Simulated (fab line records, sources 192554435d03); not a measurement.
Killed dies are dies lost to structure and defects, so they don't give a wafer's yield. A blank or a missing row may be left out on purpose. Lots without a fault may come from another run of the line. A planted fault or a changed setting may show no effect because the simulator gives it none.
Chamber matching | flow n5_finfet | N5_SDB_HM_OPEN_20 on rie_diel-05: 4 sister chambers
The step chemistry CH3F/O2, target SiNx, stops on poly-Si, target depth 24 nm. 16 wafers are shown with their chamber, then 8 later ones without.

WAFERS WITH THEIR CHAMBER
wafer  | chamber | drypump_motor_current_A (A) | showerhead_plenum_p_Torr (Torr) | rf_vpp_V (V)
L076.2 | 2       | 6.5                         | 2.08                            | 293
L076.5 | 0       | 5.7                         | 1.96                            | 293
L076.6 | 2       | 6.5                         | 2.07                            | 293
L078.2 | 1       | 5.6                         | 1.96                            | 297
L078.3 | 2       | 6.5                         | 2.07                            | 293
L078.6 | 1       | 5.6                         | 1.96                            | 297
L080.1 | 3       | 5.2                         | 2.14                            | 298
L080.4 | 2       | 6.5                         | 2.07                            | 293
L080.5 | 0       | 5.8                         | 1.96                            | 294
L081.3 | 2       | 6.5                         | 2.07                            | 292
L081.4 | 3       | 5.2                         | 2.14                            | 298
L081.6 | 3       | 5.2                         | 2.14                            | 300
L082.1 | 3       | 5.2                         | 2.14                            | 298
L082.2 | 1       | 5.6                         | 1.95                            | 297
L082.4 | 2       | 6.5                         | 2.07                            | 292
L087.3 | 3       | 5.2                         | 2.13                            | 300

SIGNATURES (means of the wafers above)
reading                  | chamber 0 | chamber 1 | chamber 2 | chamber 3 | scatter within a chamber
drypump_motor_current_A  | 5.750     | 5.600     | 6.500     | 5.200     | 0.0204
showerhead_plenum_p_Torr | 1.9600    | 1.9567    | 2.0717    | 2.1380    | 0.00438
rf_vpp_V                 | 293.50    | 297.00    | 292.67    | 298.80    | 0.743
Rule: a wafer's distance from a chamber is the root of the sum, over the readings, of the square of ((its reading less the chamber's mean) divided by the reading's scatter). The wafer belongs to the nearest chamber; if the next one is less than 2 further off, it can't be placed. The scatter: the root of (the sum of the squares of (reading less its chamber's mean) over the shown wafers, divided by (wafers less chambers)).

WAFERS WITHOUT THEIR CHAMBER
wafer  | drypump_motor_current_A (A) | showerhead_plenum_p_Torr (Torr) | rf_vpp_V (V)
L087.4 | 5.7                         | 1.95                            | 296
L087.5 | 6.5                         | 2.07                            | 292
L089.2 | 5.7                         | 1.95                            | 295
L089.4 | 6.5                         | 2.07                            | 292
L089.5 | 6.5                         | 2.07                            | 294
L090.1 | 5.6                         | 1.95                            | 297
L090.3 | 5.7                         | 1.95                            | 296
L090.5 | 6.5                         | 2.06                            | 293

WHICH CHAMBER EACH WENT THROUGH
wafer  | from the rows above     | in truth
L087.4 | can't be placed: 0 or 1 | 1
L087.5 | 2                       | 2
L089.2 | can't be placed: 0 or 1 | 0
L089.4 | 2                       | 2
L089.5 | 2                       | 2
L090.1 | 1                       | 1
L090.3 | can't be placed: 0 or 1 | 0
L090.5 | 2                       | 2
Placed correctly: 5 of 8. Can't be placed from these rows: 3 (the true chamber is among the candidates in 3). Placed wrongly: 0.
